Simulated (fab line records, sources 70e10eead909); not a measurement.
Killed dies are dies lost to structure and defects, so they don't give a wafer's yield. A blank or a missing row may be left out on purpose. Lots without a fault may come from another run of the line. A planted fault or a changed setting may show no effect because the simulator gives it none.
Tool commonality check | flow nand_harc | 1 lot, 1 wafer sampled

WHY IT WAS OPENED
At NHARC_END_SORT_01 the reading killed_at_array is flagged on 1 of 1 lot. Wafers without a fault read 54, standard deviation 17.
Rule: a lot is flagged when every wafer of it that has a number lies more than 4 standard deviations from that mean, or none has a number. The other lots count as sound.

lot  | measured     | on        | killed_at_array, wafer by wafer | flag
L332 | day 28 15:37 | prober-01 | 136                             | FLAGGED
The numbers of the flagged lots are 136 on average: +82 against the usual, or +5 standard deviations.

WHICH TOOL RAN EACH LOT
The record holds 5 process steps before the reading, out of a route of 1302 steps. In each cell: the tool, then ch and the chambers that the sampled wafers went through, then the start.
lot  | flag    | NHARC_A_STAIRCASE_ALD_415    | NHARC_A_STAIRCASE_ALD_420    | NHARC_A_STAIRCASE_CMP_152 | NHARC_A_STAIRCASE_DEP_471   | NHARC_A_SGD_CUT_DEP_00
L332 | FLAGGED | ald_hk-01 ch 2, day 20 13:50 | ald_hk-02 ch 0, day 20 18:28 | cmp-03 ch 3, day 22 06:19 | pecvd-01 ch 1, day 22 07:31 | pecvd-04 ch 1, day 22 12:56
What these steps do:
- NHARC_A_STAIRCASE_ALD_415: deposits SiO2, target thk 30 nm, pulse time 6 s, ald cycles 300.
- NHARC_A_STAIRCASE_ALD_420: deposits SiO2, target thk 20 nm, pulse time 6 s, ald cycles 200.
- NHARC_A_STAIRCASE_CMP_152: polishes.
- NHARC_A_STAIRCASE_DEP_471: deposits SiO2, target thk 100 nm.
- NHARC_A_SGD_CUT_DEP_00: deposits SiNx, target thk 50 nm.
- NHARC_END_SORT_01

FLAGGED OVER TOTAL, TOOL BY TOOL (the gauges that took the reading come last)
step                      | tool      | lots run | flagged | share of the flagged lots | sound lots run after its first flagged lot
NHARC_A_STAIRCASE_ALD_415 | ald_hk-01 | 1        | 1       | all                       | 0
NHARC_A_STAIRCASE_ALD_420 | ald_hk-02 | 1        | 1       | all                       | 0
NHARC_A_STAIRCASE_CMP_152 | cmp-03    | 1        | 1       | all                       | 0
NHARC_A_STAIRCASE_DEP_471 | pecvd-01  | 1        | 1       | all                       | 0
NHARC_A_SGD_CUT_DEP_00    | pecvd-04  | 1        | 1       | all                       | 0
NHARC_END_SORT_01         | prober-01 | 1        | 1       | all                       | 0

WHAT THE TABLE ALLOWS
6 rows of the table ran every flagged lot: ald_hk-01 at NHARC_A_STAIRCASE_ALD_415, ald_hk-02 at NHARC_A_STAIRCASE_ALD_420, cmp-03 at NHARC_A_STAIRCASE_CMP_152, pecvd-01 at NHARC_A_STAIRCASE_DEP_471, pecvd-04 at NHARC_A_SGD_CUT_DEP_00, prober-01 at NHARC_END_SORT_01.
- ald_hk-01 at NHARC_A_STAIRCASE_ALD_415: 1 of its 1 lot flagged. It ran no sound lot before its first flagged lot in this sample, so the start can't be narrowed down.
- ald_hk-02 at NHARC_A_STAIRCASE_ALD_420: 1 of its 1 lot flagged. It ran no sound lot before its first flagged lot in this sample, so the start can't be narrowed down.
- cmp-03 at NHARC_A_STAIRCASE_CMP_152: 1 of its 1 lot flagged. It ran no sound lot before its first flagged lot in this sample, so the start can't be narrowed down.
- pecvd-01 at NHARC_A_STAIRCASE_DEP_471: 1 of its 1 lot flagged. It ran no sound lot before its first flagged lot in this sample, so the start can't be narrowed down.
- pecvd-04 at NHARC_A_SGD_CUT_DEP_00: 1 of its 1 lot flagged. It ran no sound lot before its first flagged lot in this sample, so the start can't be narrowed down.
- prober-01 at NHARC_END_SORT_01: 1 of its 1 lot flagged. It ran no sound lot before its first flagged lot in this sample, so the start can't be narrowed down.
Counting lots can't tell these 6 tools apart, because each fits a fault that began at some hour. More lots, or a look at what each step does to the wafer, might.

WHAT THE SIMULATOR HAD PUT IN
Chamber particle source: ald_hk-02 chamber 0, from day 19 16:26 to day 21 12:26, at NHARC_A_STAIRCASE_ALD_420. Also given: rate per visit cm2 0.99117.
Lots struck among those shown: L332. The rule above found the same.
